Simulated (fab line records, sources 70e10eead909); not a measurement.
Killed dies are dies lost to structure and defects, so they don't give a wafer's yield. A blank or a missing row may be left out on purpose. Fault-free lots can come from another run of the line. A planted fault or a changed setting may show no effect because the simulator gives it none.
fab line records | flow nandHarc
record: lots: 13 wafers: 39 lastDay: 34
route steps=1302 shown P_ZERO_WELL@61 P_STI@96 P_GATE@119
lots untouched by any fault: they come from a run of this same line in which no faults occurred
startH: the number of hours between the record's first day and the start of the first shown wafer of the lot | waitH: time in hours since the lot's previous step | " unchanged from the row above | L1.1+2: one row covering several wafers at once | - no value present, or no start provided | * or withheld: withheld | < > ~ a bound
route shown NAME@n: NAME is a module with steps in the file, n the number in the route of the first one | usual: average and standard deviation across the fault-free wafers | same: alike in all rows | chamber/n: place in a boat | sites: per-site readings | _std_site: standard deviation of those values | _edge_site: mean of outer sites minus mean of inner sites | radiusMm: how far each site lies from the wafer's centre | mask NAME#n: copy n | behind: the most recent tool/chamber to have shaped the wafer | hold: why the lot was held/for how many hours/how that ended | device: the transistor (n, p or np) that didn't switch | end of line: the same wafers' tests at the end of the route | step lacking rows: just its recipe | killed: not the wafer's yield, but the dies lost to structure and defects at the first sort | map: a wafer's dies, marking killed ones x, the rest . and places with no die _
set.NAME: the setting as run; set.NAME@STEP: as run at that earlier step | model.NAME: the simulator's own value behind a step, which no gauge read
route steps across a sampled set of lots; one table per step, one row per wafer
services: from which hour (startH, from the record's first day; less than 0 if before it) a tool's chamber was out of use, for how many hours, and why
== steps ==
step: NHARC_P_ZERO_WELL_DESCUM_54
recipe: timeS: 3 o2FlowSccm: 200 arFlowSccm: 0 biasPowerW: 0 chemistry: O2
usual: drypumpMotorCurrentA: 5.8/0.43 oesProductAu: 0.999/0.0078 rfVppV: 57.5/0.79 showerheadPlenumPTorr: 1.87/0.065 throttleValvePct: 11.310/0.0088
columns lot.wafer tool chamber startH waitH drypumpMotorCurrentA oesProductAu rfHoursCounterH rfVppV showerheadPlenumPTorr throttleValvePct
L134.1 rieDiel-03 3 26.02 - 5.5 1.008 30 57.5 1.94 11.309
L134.3 " 0 " " 5.8 1.009 20 57.0 1.89 11.301
L134.4 " 1 " " 5.4 0.997 29 58.4 1.95 11.301
L135.4 rieDiel-03 1 36.01 - 5.4 0.990 32 57.2 1.95 11.319
L135.2 " 3 " " 5.5 1.009 33 57.2 1.94 11.317
L135.1 " 0 " " 5.8 0.996 23 57.9 1.89 11.309
L137.4 rieDiel-06 2 55.55 - 5.8 1.009 32 57.6 1.99 11.310
L137.1 " 0 " " 5.8 0.984 30 57.9 1.88 11.309
L137.3 " 1 " " 6.5 1.009 33 59.0 1.88 11.294
L146.1 rieDiel-05 0 145.93 - 5.4 1.010 31 56.5 1.80 11.319
L146.5 " 3 " " 6.4 0.999 - 56.3 1.81 11.295
L146.6 " 0 " " 5.4 1.007 - 55.7 1.80 11.313
L147.2 rieDiel-06 0 156.02 - 5.8 0.999 6 57.5 1.87 11.300
L147.1 " 1 " " 6.5 0.999 6 59.5 1.87 11.290
L147.5 " 0 " " 5.8 0.992 - 56.8 1.87 11.313
L148.2 rieDiel-03 0 165.94 - 5.8 0.993 16 57.8 1.88 11.303
L148.1 " 1 " " 5.4 0.988 15 56.9 1.94 11.318
L148.4 " 3 " " 5.6 1.004 18 58.5 1.93 11.312
L149.3 rieDiel-03 0 177.76 - 5.8 1.000 20 58.4 1.88 11.318
L149.4 " 2 " " 6.0 0.997 23 56.1 1.84 11.321
L149.5 " 0 " " 5.8 0.993 - 57.2 1.88 11.316
L151.3 rieDiel-05 2 195.84 - 6.3 0.999 49 58.2 1.80 11.298
L151.6 " 2 " " 6.4 1.011 - 56.9 1.80 11.307
L151.5 " 3 " " 6.4 1.010 - 57.1 1.81 11.294
L152.4 rieDiel-06 3 206.08 - 5.5 1.000 19 57.4 1.81 11.312
L152.2 " 0 " " 5.8 0.998 17 57.6 1.87 11.310
L152.5 " 2 " " 5.8 1.004 - 57.6 1.97 11.313
L153.4 rieDiel-06 0 215.94 - 5.8 0.998 20 57.6 1.87 11.312
L153.2 " 2 " " 5.8 1.004 20 57.4 1.97 11.322
L153.6 " 0 " " 5.7 0.992 - 58.5 1.87 11.295
L154.3 rieDiel-05 1 226.05 - 4.9 1.010 62 57.3 1.77 11.307
L154.4 " 2 " " 6.4 0.996 62 57.0 1.79 11.315
L154.5 " 2 " " 6.4 0.993 - 58.1 1.79 11.303
L156.3 rieDiel-05 1 246.10 - 4.9 0.995 3 58.4 2.08 11.289
L156.1 " 0 " " 5.4 1.003 3 57.1 1.79 11.317
L156.5 " 1 " " 5.0 0.994 - 58.3 2.08 11.316
L157.3 rieDiel-03 2 256.08 - 6.0 0.994 53 58.1 1.83 11.323
L157.2 " 3 " " 5.5 1.006 46 57.5 1.92 11.313
L157.6 " 3 " " 5.5 1.001 - 58.5 1.92 11.319
step: NHARC_P_STI_OCD_MEAS_43
usual: trenchDepthNm: 301.0/2.9 trenchFootCdNm: 158.0/2
columns lot.wafer tool chamber startH waitH trenchDepthNm trenchFootCdNm
L134.1 ocd-01 - 46.78 - 297.6 160.1
L134.3 " - " " 302.4 161.2
L134.4 " - " " 297.9 159.9
L135.1 ocd-02 - 58.93 - 300.0 158.5
L135.2 " - " " 299.2 160.1
L135.4 " - " " 301.3 157.3
L137.1 ocd-02 - 70.54 - 301.8 156.7
L137.3 " - " " 299.9 156.9
L137.4 " - " " 300.5 155.6
L146.1 ocd-02 - 165.55 - 300.3 158.1
L146.5 " - " " 302.6 158.0
L146.6 " - " " 298.8 155.3
L147.1 ocd-02 - 175.78 - 300.3 158.5
L147.2 " - " " 298.5 155.7
L147.5 " - " " 297.7 158.7
L148.1 ocd-02 - 184.53 - 302.8 160.0
L148.2 " - " " 302.8 162.3
L148.4 " - " " 301.3 160.0
L149.3 ocd-01 - 196.74 - 298.2 156.2
L149.4 " - " " 300.0 157.4
L149.5 " - " " 301.4 156.7
L151.3 ocd-02 - 216.50 - 301.6 162.6
L151.5 " - " " 302.3 159.4
L151.6 " - " " 301.5 159.5
L152.2 ocd-01 - 223.60 - 301.8 159.2
L152.4 " - " " 300.6 157.5
L152.5 " - " " 304.9 158.2
L153.2 ocd-02 - 234.85 - 299.8 155.6
L153.4 " - " " 301.9 159.9
L153.6 " - " " 301.1 157.5
L154.3 ocd-01 - 244.17 - 303.2 153.4
L154.4 " - " " 306.0 156.5
L154.5 " - " " 296.2 158.1
L156.1 ocd-02 - 265.07 - 303.1 157.1
L156.3 " - " " 302.5 154.7
L156.5 " - " " 302.7 157.3
L157.2 ocd-01 - 275.18 - 305.9 158.6
L157.3 " - " " 305.1 157.9
L157.6 " - " " 298.5 158.8
step: NHARC_P_STI_INSPECT_25
usual: rawDefectCount: 223/83
columns lot.wafer tool chamber startH waitH rawDefectCount
L134.1 defectInspect-02 - 86.08 0.4 130
L134.3 " - " " 141
L134.4 " - " " 221
L135.1 defectInspect-01 - 86.08 0.4 110
L135.2 " - " " 149
L135.4 " - " " 197
L137.1 defectInspect-01 - 100.89 0.4 192
L137.3 " - " " 272
L137.4 " - " " 288
L146.1 defectInspect-01 - 190.96 0.4 145
L146.5 " - " " 309
L146.6 " - " " 317
L147.1 defectInspect-01 - 201.43 0.4 123
L147.2 " - " " 110
L147.5 " - " " 139
L148.1 defectInspect-01 - 218.67 0.4 292
L148.2 " - " " 137
L148.4 " - " " 147
L149.3 defectInspect-01 - 222.78 0.4 253
L149.4 " - " " 226
L149.5 " - " " 350
L151.3 defectInspect-02 - 244.15 0.4 145
L151.5 " - " " 120
L151.6 " - " " 207
L152.2 defectInspect-01 - 248.85 0.4 144
L152.4 " - " " 204
L152.5 " - " " 212
L153.2 defectInspect-02 - 260.27 0.4 169
L153.4 " - " " 242
L153.6 " - " " 169
L154.3 defectInspect-02 - 270.82 0.4 202
L154.4 " - " " 185
L154.5 " - " " 147
L156.1 defectInspect-02 - 295.77 0.4 240
L156.3 " - " " 279
L156.5 " - " " 247
L157.2 defectInspect-01 - 304.26 0.4 160
L157.3 " - " " 175
L157.6 " - " " 93
step: NHARC_P_GATE_EXPOSE_08
recipe: na: 0.6 doseMj: 16.75 maskId: P_HV
usual: reticleTempC: 23.01/0.1 stageVelMmS: 500.00/0.26
columns lot.wafer tool chamber startH waitH mask reticleTempC stageVelMmS
L134.1 krfScanner-01 0 94.41 - P_HV#0 23.14 500.44
L134.3 " 0 " " P_HV#0 23.01 499.94
L134.4 " 0 " " P_HV#0 23.10 500.16
L135.1 krfScanner-03 0 94.57 - P_HV#0 23.06 500.17
L135.2 " 0 " " P_HV#0 23.05 500.11
L135.4 " 0 " " P_HV#0 22.89 499.80
L137.1 krfScanner-03 0 108.96 - P_NSD#0 23.31 500.04
L137.3 " 0 " " P_NSD#0 23.19 500.17
L137.4 " 0 " " P_NSD#0 23.05 500.05
L146.1 krfScanner-03 0 199.55 - P_HV#0 22.98 500.12
L146.5 " 0 " " P_HV#0 23.01 500.05
L146.6 " 0 " " P_HV#0 22.89 500.21
L147.1 krfScanner-01 0 210.04 - P_HV#0 22.97 499.73
L147.2 " 0 " " P_HV#0 23.02 499.99
L147.5 " 0 " " P_HV#0 22.93 499.85
L148.1 krfScanner-04 0 227.27 - P_HV#0 22.90 499.48
L148.2 " 0 " " P_HV#0 22.96 500.04
L148.4 " 0 " " P_HV#0 23.03 499.71
L149.3 krfScanner-01 0 231.30 - P_HV#0 22.85 499.96
L149.4 " 0 " " P_HV#0 23.06 499.85
L149.5 " 0 " " P_HV#0 22.99 500.08
L151.3 krfScanner-04 0 252.20 - P_HV#0 22.91 500.20
L151.5 " 0 " " P_HV#0 22.85 500.20
L151.6 " 0 " " P_HV#0 22.94 500.33
L152.2 krfScanner-03 0 261.47 - P_HV#0 22.98 500.14
L152.4 " 0 " " P_HV#0 23.03 500.19
L152.5 " 0 " " P_HV#0 22.97 500.21
L153.2 krfScanner-01 0 268.47 - P_HV#0 23.02 499.70
L153.4 " 0 " " P_HV#0 23.09 499.94
L153.6 " 0 " " P_HV#0 23.01 499.97
L154.3 krfScanner-03 0 279.38 - P_HV#0 22.92 500.03
L154.4 " 0 " " P_HV#0 22.97 499.76
L154.5 " 0 " " P_HV#0 23.17 499.80
L156.1 krfScanner-03 0 304.00 - P_HV#0 23.05 499.79
L156.3 " 0 " " P_HV#0 23.08 499.69
L156.5 " 0 " " P_HV#0 22.99 499.85
L157.2 krfScanner-04 0 312.89 - P_HV#0 22.96 500.30
L157.3 " 0 " " P_HV#0 23.04 500.05
L157.6 " 0 " " P_HV#0 22.81 499.76
step: NHARC_P_GATE_CD_MEAS_11
recipe: targetCdNm: 1640 landingEnergyEv: 500
usual: cdNm: 1640.3/1.4
columns lot.wafer tool chamber startH waitH cdNm
L134.1 cdSem-02 0 94.56 - 1640.1
L134.3 " 0 " " 1639.1
L134.4 " 0 " " 1641.0
L135.1 cdSem-02 0 94.73 - 1640.1
L135.2 " 0 " " 1639.7
L135.4 " 0 " " 1639.7
L137.1 cdSem-02 0 109.12 - -
L137.3 " 0 " " -
L137.4 " 0 " " -
L146.1 cdSem-02 0 199.71 - 1639.3
L146.5 " 0 " " 1639.3
L146.6 " 0 " " 1638.2
L147.1 cdSem-01 0 210.20 - 1642.3
L147.2 " 0 " " 1642.1
L147.5 " 0 " " 1640.4
L148.1 cdSem-02 0 227.42 - 1638.8
L148.2 " 0 " " 1637.0
L148.4 " 0 " " 1637.8
L149.3 cdSem-02 0 231.45 - 1639.4
L149.4 " 0 " " 1638.5
L149.5 " 0 " " 1637.9
L151.3 cdSem-03 0 252.35 - 1639.4
L151.5 " 0 " " 1640.3
L151.6 " 0 " " 1639.4
L152.2 cdSem-02 0 261.63 - 1641.8
L152.4 " 0 " " 1641.7
L152.5 " 0 " " 1641.6
L153.2 cdSem-01 0 268.62 - 1640.6
L153.4 " 0 " " 1639.9
L153.6 " 0 " " 1639.4
L154.3 cdSem-01 0 279.53 - 1642.9
L154.4 " 0 " " 1642.6
L154.5 " 0 " " 1641.2
L156.1 cdSem-03 0 304.16 - 1638.4
L156.3 " 0 " " 1639.2
L156.5 " 0 " " 1640.7
L157.2 cdSem-02 0 313.05 - 1639.5
L157.3 " 0 " " 1636.9
L157.6 " 0 " " 1637.2
== services ==
columns tool chamber startH hours kind
rieDiel-06 3 6.36 14.6 repair
krfScanner-03 - 10.59 3.9 repair
krfScanner-01 - 30.47 1.0 repair
rieDiel-05 2 41.25 6.3 repair
rieDiel-06 2 43.20 5.9 repair
krfScanner-03 - 52.00 4.0 pm
rieDiel-05 - 52.68 9.0 pm
rieDiel-05 0 73.52 2.9 repair
krfScanner-03 - 80.33 2.3 repair
rieDiel-03 - 104.39 9.0 pm
rieDiel-06 - 130.20 9.0 pm
krfScanner-01 - 140.00 4.0 pm
rieDiel-05 - 148.04 0.4 repair
rieDiel-06 2 166.95 4.0 repair
rieDiel-05 1 170.07 4.3 repair
rieDiel-06 0 172.12 6.9 repair
krfScanner-01 - 178.31 1.1 repair
rieDiel-03 0 183.20 36.3 repair
krfScanner-03 - 194.59 0.2 repair
rieDiel-05 0 208.16 2.1 repair
krfScanner-03 - 224.00 4.0 pm
rieDiel-03 0 228.23 12.8 repair
rieDiel-03 3 239.69 9.6 repair
rieDiel-03 - 281.40 9.0 pm
== key ==
firstSign: step: NHARC_P_GATE_EXPOSE_08 reading: mask direction: changed
effect: step: NHARC_P_GATE_CD_MEAS_11 reading: cdNm direction: missing
metAt NHARC_P_GATE_EXPOSE_08
struckLots L137
laterRowsLeftOut L137.1,L137.3,L137.4
sortLeftOut L137.1,L137.3,L137.4
testerLeftOut L137
notActingAt NHARC_P_ZERO_WELL_DESCUM_54,NHARC_P_STI_OCD_MEAS_43,NHARC_P_STI_INSPECT_25
onsetBetween 94.57 108.96
fault: kind: wrongMask tool: any chamber: - onsetH: 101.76 steps: NHARC_P_GATE_EXPOSE_08 auxCopy: P_NSD#0 scope: struckLotsOnly
testerLeftOut: of these lots the tester's yield and bins aren't shown, on N5 and GAA mostly nor the transistor test; their killed dies are dies lost to structure and defects alone, not to doping, threshold or leakage, so they don't give the yield
sortLeftOut: the simulated sort isn't trusted on such a fault, so these wafers' sort isn't shown, and their yield isn't known
laterRowsLeftOut: the simulator's readings of these wafers behind a module that went badly wrong aren't trusted and aren't shown, but for the sort
